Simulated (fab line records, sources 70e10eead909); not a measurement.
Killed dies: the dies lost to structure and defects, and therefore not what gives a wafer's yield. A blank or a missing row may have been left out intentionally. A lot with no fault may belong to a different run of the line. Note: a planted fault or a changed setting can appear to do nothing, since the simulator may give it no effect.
Struck lot and sound lot, side by side -- flow nandHarc -- 24 out of 1159 route steps
Sound: the wafers L367.1, L367.3, L367.4. Wafers struck: L376.3, L376.4, L376.5. The cause is given at the end.
Order at every step that has rows: each side's tool, ch and its chambers, its first start. Under that, the readings that differ: sound wafers -- struck wafers -- difference of the means -- sigmas: that difference in standard deviations of wafers without a fault.
alike: readings with means less than 2 such deviations apart, plus words and numbers identical on both sides. not compared: withheld readings, readings lacking a value on some wafer, bounds such as >300 that could conceal the same value, and numbers that have no deviation in the record and whose values overlap.
Wherever a step has rows on one side only, a row that says differs or no value, or a row with sigmas, the two part there. When numbers do not overlap yet have no deviation, they are printed without sigmas and do not part them. Lack of a reading on every wafer of one side parts them only where that side has two or more wafers.

NHARC_P_M0_INSPECT_27:
  sound on defectInspect-02, day 6 09:21; struck on defectInspect-01, day 8 11:06
  alike: rawDefectCount
NHARC_P_M0_PRE_CLEAN_31: time 12 s.
  sound on pecvd-02 ch 0,2, day 6 09:25; struck on pecvd-04 ch 0,2, day 8 11:11
  alike: heaterPowerW
NHARC_P_M0_DEP_32: deposits SiCN, target thk 30 nm.
  sound on pecvd-02 ch 0,2, day 6 09:30; struck on pecvd-04 ch 0,2, day 8 11:17
  alike: heaterPowerW
then, 8 steps without rows for these wafers: NHARC_P_M1_DEP_00 (deposits SiOC, target thk 182.5 nm); NHARC_P_M1_DEHYDRATE_01 (time 120 s); NHARC_P_M1_HMDS_02 (time 30 s); NHARC_P_M1_COAT_34 (time 65 s); NHARC_P_M1_COAT_03 (resist thk 90 nm); NHARC_P_M1_SOFTBAKE_04 (time 55 s); NHARC_P_M1_EBR_05; NHARC_P_M1_EXPOSE_06 (exposes mask P M1, target cd 130 nm).
NHARC_P_M1_PEB_07: peb time 65 s.
  sound on lithoTrack-04 ch 0, day 6 10:40; struck on lithoTrack-06 ch 0, day 8 12:24
reading,sound,struck,difference,sigmas
heaterPowerTotalW (W),156.1 156.9 157.0,162.0 162.2 161.9,+5.4,+13
plateTempC (C),99.79 99.82 99.94,102.47 102.51 102.49,+2.64,+22
  alike: resistLineTempC
then, 1 step without rows for these wafers: NHARC_P_M1_DEVELOP_08 (develop time 35 s).
NHARC_P_M1_CD_MEAS_09 targets a cd of 130 nm.
  sound on cdSem-03 ch 0, day 6 10:45; struck on cdSem-02 ch 0, day 8 12:29
reading,sound,struck,difference,sigmas
cdNm (nm),130.1 129.7 129.9,138.5 138.6 138.3,+8.6,+17
NHARC_P_M1_OVL_MEAS_10: pitch 260 nm.
  sound on overlay-02, day 6 10:50; struck on overlay-02, day 8 12:34
  alike: overlayXNm, overlayYNm
NHARC_P_M1_INSPECT_11:
  sound on defectInspect-01, day 6 10:52; struck on defectInspect-02, day 8 12:36
  alike: rawDefectCount
NHARC_P_M1_DESCUM_14: chemistry O2, time 3 s.
  sound on rieDiel-03 ch 0,1,3, day 6 10:56; struck on rieDiel-03 ch 1,2,3, day 8 12:40
reading,sound,struck,difference,sigmas
model.P_M1.cdNm (nm),129.6 129.9 129.7,138.4 138.5 138.2,+8.6,
  alike: drypumpMotorCurrentA, oesProductAu, rfVppV, showerheadPlenumPTorr, throttleValvePct
  not compared: rfHoursCounterH
NHARC_P_M1_ETCH_35: etches the open film in N2/H2, target depth 40 nm, overetch 12 nm, time 43.94 s.
  sound on rieDiel-03 ch 0,2,3, day 6 11:02; struck on rieDiel-03 ch 0,1, day 8 12:45
  alike: drypumpMotorCurrentA, oesProductAu, rfVppV, showerheadPlenumPTorr, throttleValvePct
  not compared: rfHoursCounterH
NHARC_P_M1_ETCH_15: etches the open film in C4F8/Ar, target depth 182.5 nm, time 91.2 s.
  sound: rieDiel-03 ch 0,1,2; struck: rieDiel-03 ch 0,1,2
  alike: oesProductAu, rfVppV
  not compared: rfHoursCounterH
NHARC_P_M1_CD_MEAS_16:
  sound on cdSem-03, day 6 11:14; struck on cdSem-03, day 8 12:58
reading,sound,struck,difference,sigmas
cdNm (nm),129.9 129.9 129.8,138.2 138.8 137.9,+8.4,+14
NHARC_P_M1_STRIP_18: strips in N2/H2.
  sound on rieDiel-10 ch 0,1,3, day 6 11:19; struck on rieDiel-03 ch 2,3, day 8 13:03
  alike: drypumpMotorCurrentA, oesProductAu, rfVppV, showerheadPlenumPTorr, throttleValvePct
  not compared: rfHoursCounterH
NHARC_P_M1_ETCH_28: etches the open film in CF4/N2, target depth 30 nm, time 72.99 s.
  sound: rieDiel-10 ch 0,1,2; struck: rieDiel-03 ch 0,1
reading,sound,struck,difference,sigmas
model.P_M1.cdNm (nm),129.1 129.4 129.6,139.2 139.2 138.6,+9.6,
  alike: cf4FlowSccm, drypumpMotorCurrentA, oesProductAu, rfVppV, showerheadPlenumPTorr, throttleValvePct
  not compared: rfHoursCounterH
then, 1 step without rows for these wafers: NHARC_P_M1_STRIP_19 (strips in post etch residue remover, time 600 s).
-- the record jumps here: 13 days lie between the struck wafers' starts before and after (it left off in module P_M1 and takes up again in module END, whose first step shown is number 1159 of the route) --
NHARC_END_SORT_01:
  the record has rows for the struck wafers here (prober-01 ch 0, day 21 20:28) and none for the sound ones

## WHERE THEY PART
At NHARC_P_M1_PEB_07 first; at NHARC_END_SORT_01 last (within this record only).

WHY: whatever the simulator had introduced
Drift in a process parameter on lithoTrack-06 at NHARC_P_M1_PEB_07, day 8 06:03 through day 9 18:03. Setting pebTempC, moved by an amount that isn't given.
